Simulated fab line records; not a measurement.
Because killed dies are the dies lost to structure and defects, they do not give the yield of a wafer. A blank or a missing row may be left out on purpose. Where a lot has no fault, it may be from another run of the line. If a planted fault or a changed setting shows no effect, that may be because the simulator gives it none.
Matching of chambers | flow n5-finfet | N5_SDB_HM_DEP_00 on pecvd-04 has 3 sister chambers
The step deposits SiNx from SiH4/NH3/N2, target thk 40 nm, time 35.3 s. 3 wafers are shown with their chamber, then 7 later ones without.

== WAFERS PAIRED WITH THEIR CHAMBERS ==
wafer  | chamber | showerhead-plenum-p-Torr (Torr)
L086.2 | 1       | 5.33
L088.2 | 2       | 5.15
L088.5 | 0       | 5.12

== WAFERS MISSING THEIR CHAMBER ==
wafer  | showerhead-plenum-p-Torr (Torr)
L088.6 | 5.15
L091.1 | 5.10
L091.3 | 5.13
L091.4 | 5.34
L095.2 | 5.15
L095.4 | 5.15
L095.5 | 5.11

== WHICH CHAMBER EACH WENT THROUGH ==
wafer  | from the rows above     | in truth
L088.6 | 2                       | 2
L091.1 | 0                       | 0
L091.3 | can't be placed: 0 or 2 | 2
L091.4 | 1                       | 1
L095.2 | 2                       | 2
L095.4 | 2                       | 2
L095.5 | 0                       | 0
Correct placement for 6 of the 7. Unplaceable from these rows: 1, with the true chamber sitting among the candidates in 1. 0 placed wrongly.
How it was worked out, from the rows above alone: a wafer's distance from a chamber is the root of the sum, over the readings, of the square of ((its reading less the chamber's mean) divided by the reading's scatter). The wafer belongs to the nearest chamber; if the next one is less than 2 further off, it can't be placed. A chamber's mean is the mean of its shown wafers. The scatter (one wafer shown for each chamber): square how far every hidden wafer sits from the nearest shown wafer, average those squares and take the square root.
